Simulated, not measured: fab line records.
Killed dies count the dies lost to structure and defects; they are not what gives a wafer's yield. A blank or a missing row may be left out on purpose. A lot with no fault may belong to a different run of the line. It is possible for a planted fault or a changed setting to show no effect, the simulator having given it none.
Matching of chambers || flow n5_finfet || 4 sister chambers for N5_BEOL_M0_SAQP_ETCH_84 on rie_diel-01
The step etches SOC in N2/H2, target depth 100 nm, overetch 20 nm, time 150 s. 4 wafers are shown with their chamber, then 9 later ones without.

== WAFERS WITH THEIR CHAMBER ==
{"wafer": "L085.4", "chamber": 3, "drypump_motor_current_A (A)": 6.3}
{"wafer": "L086.1", "chamber": 1, "drypump_motor_current_A (A)": 5.6}
{"wafer": "L086.2", "chamber": 0, "drypump_motor_current_A (A)": 5.9}
{"wafer": "L086.3", "chamber": 2, "drypump_motor_current_A (A)": 5.4}

== WAFERS WITHOUT THEIR CHAMBER ==
{"wafer": "L094.2", "drypump_motor_current_A (A)": 5.4}
{"wafer": "L094.5", "drypump_motor_current_A (A)": 5.6}
{"wafer": "L094.6", "drypump_motor_current_A (A)": 5.9}
{"wafer": "L095.1", "drypump_motor_current_A (A)": 5.4}
{"wafer": "L095.2", "drypump_motor_current_A (A)": 5.9}
{"wafer": "L095.3", "drypump_motor_current_A (A)": 6.3}
{"wafer": "L096.1", "drypump_motor_current_A (A)": 5.6}
{"wafer": "L096.2", "drypump_motor_current_A (A)": 5.5}
{"wafer": "L096.6", "drypump_motor_current_A (A)": 5.9}

== WHICH CHAMBER EACH WENT THROUGH ==
{"wafer": "L094.2", "from the rows above": 2, "in truth": 2}
{"wafer": "L094.5", "from the rows above": 1, "in truth": 1}
{"wafer": "L094.6", "from the rows above": 0, "in truth": 0}
{"wafer": "L095.1", "from the rows above": 2, "in truth": 2}
{"wafer": "L095.2", "from the rows above": 0, "in truth": 0}
{"wafer": "L095.3", "from the rows above": 3, "in truth": 3}
{"wafer": "L096.1", "from the rows above": 1, "in truth": 1}
{"wafer": "L096.2", "from the rows above": "can't be placed: 1 or 2", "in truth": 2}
{"wafer": "L096.6", "from the rows above": 0, "in truth": 0}
Correct placement for 8 of the 9. Not placeable from these rows: 1 (in 1, the candidates include the true chamber). Placed wrongly: 0.
How it was worked out, from the rows above alone: a wafer's distance from a chamber is the root of the sum, over the readings, of the square of ((its reading less the chamber's mean) divided by the reading's scatter). The wafer belongs to the nearest chamber; if the next one is less than 2 further off, it can't be placed. The mean given for a chamber averages the wafers shown for that chamber. The scatter: with one shown wafer a chamber, the root of the mean of the squares of how far each hidden wafer lies from its nearest shown one.
